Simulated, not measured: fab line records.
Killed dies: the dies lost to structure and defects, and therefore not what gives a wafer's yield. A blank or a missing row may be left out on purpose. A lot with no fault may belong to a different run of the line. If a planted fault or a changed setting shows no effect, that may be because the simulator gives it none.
One fault seen from 2 desks | flow nand harc | what lay behind the numbers comes last; until then each desk has only its own

## METROLOGY DESK
Lot by lot, what the gauges showed, no matter which tool ran the lot: averages of those sampled wafers that carry a number. If a lot's mean is further than 4 standard deviations from the usual mean, the lot is out of limits and carries the mark OUT (the distance appears in the brackets).
Columns: A = cd nm at NHARC_THIN_TSV_CD_MEAS_33, usual 4999.1 nm
lot  | first seen here | A
L164 | day 19 05:16    | 4998.3
L161 | day 19 14:16    | 5000.0
L165 | day 19 16:55    | 4997.8
L168 | day 20 07:49    | 4999.7
L167 | day 20 08:38    | 4998.1
L170 | day 21 09:25    | 4995.9
L169 | day 21 13:20    | 5000.7
L172 | day 21 14:47    | 4998.4
L171 | day 21 23:25    | 4998.6
L173 | day 22 00:19    | 4999.4
L175 | day 22 07:52    | 4997.8
L177 | day 23 05:42    | 4997.8
L176 | day 23 07:01    | 4997.9
This desk's finding: nothing out of limits on any of the 13 lots.

## DESK OF THE TOOL OWNER: acl dep-01
The tool's own readings at NHARC_A_CHANNEL_HOLE_D1_DEP_00 (deposits aC, target thk 3100 nm): means of the sampled wafers that have a number, for each lot that ran on this tool. If a lot's mean is further than 4 standard deviations from the usual mean, the lot is out of limits and carries the mark OUT (the distance appears in the brackets).
Columns: A = throttle valve pct at NHARC_A_CHANNEL_HOLE_D1_DEP_00, usual 34.998 %
lot  | first seen here | A
L161 | day 8 17:35     | 34.997
L165 | day 9 04:50     | 34.991
L168 | day 9 11:28     | 34.986
L172 | day 10 10:41    | 35.004
L173 | day 11 09:29    | 34.998
L175 | day 11 14:28    | 34.990
L177 | day 11 23:08    | 35.000
This desk's finding: nothing out of limits on any of the 7 lots.

## BROUGHT TOGETHER
From the metrology desk's view, nothing was out of limits.
The tool owner's desk saw nothing out of limits.

## WHAT THE SIMULATOR HAD PUT IN
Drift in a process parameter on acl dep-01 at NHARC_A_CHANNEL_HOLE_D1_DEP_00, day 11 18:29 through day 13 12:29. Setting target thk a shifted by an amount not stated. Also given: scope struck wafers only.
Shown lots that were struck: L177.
